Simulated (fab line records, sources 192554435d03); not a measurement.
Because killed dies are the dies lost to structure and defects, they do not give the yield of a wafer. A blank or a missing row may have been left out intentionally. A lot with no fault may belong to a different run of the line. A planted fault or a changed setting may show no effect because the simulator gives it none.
Matching of chambers | flow n5 finfet | rie diel-04 running N5_BEOL_M4_ETCH_63: 4 sister chambers
The step etches SiARC in CF4, target depth 15.6 nm, time 26 s. 8 wafers are shown with their chamber, then 8 later ones without.

EACH WAFER AND ITS CHAMBER
wafer  | chamber | drypump motor current A (A) | oes product au (a.u.)
L079.6 | 1       | 4.7                         | 0.59
L080.1 | 3       | 5.4                         | 0.69
L085.2 | 1       | 4.8                         | 0.58
L085.4 | 0       | 5.5                         | 0.76
L087.3 | 2       | 5.6                         | 0.75
L087.5 | 3       | 5.4                         | 0.68
L087.6 | 0       | 5.5                         | 0.74
L089.1 | 2       | 5.7                         | 0.74

WAFERS WHOSE CHAMBER IS MISSING
wafer  | drypump motor current A (A) | oes product au (a.u.)
L089.4 | 5.5                         | 0.73
L089.6 | 5.4                         | 0.68
L091.3 | 5.5                         | 0.74
L091.4 | 5.4                         | 0.67
L091.6 | 5.6                         | 0.74
L095.2 | 5.4                         | 0.66
L095.3 | 4.7                         | 0.80
L095.6 | 5.4                         | 0.67

WHICH CHAMBER EACH WENT THROUGH
wafer  | from the rows above     | in truth
L089.4 | can't be placed: 0 or 2 | 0
L089.6 | 3                       | 3
L091.3 | can't be placed: 0 or 2 | 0
L091.4 | 3                       | 3
L091.6 | can't be placed: 2 or 0 | 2
L095.2 | 3                       | 3
L095.3 | can't be placed: 0 or 3 | 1
L095.6 | 3                       | 3
Correctly placed: 4 of 8. Not placeable from these rows: 4 (in 3, the candidates include the true chamber). Placed wrongly: 0.
How it was worked out, from the rows above alone: a wafer's distance from a chamber is the root of the sum, over the readings, of the square of ((its reading less the chamber's mean) divided by the reading's scatter). If the next closest chamber is less than 2 further off than the closest, the wafer can't be placed; otherwise it belongs to the closest. Each chamber's mean is taken over the wafers shown for it. How the scatter is found: for the shown wafers, subtract from each reading the mean of its chamber, square and add these, divide the total by (wafers less chambers), then take the root.
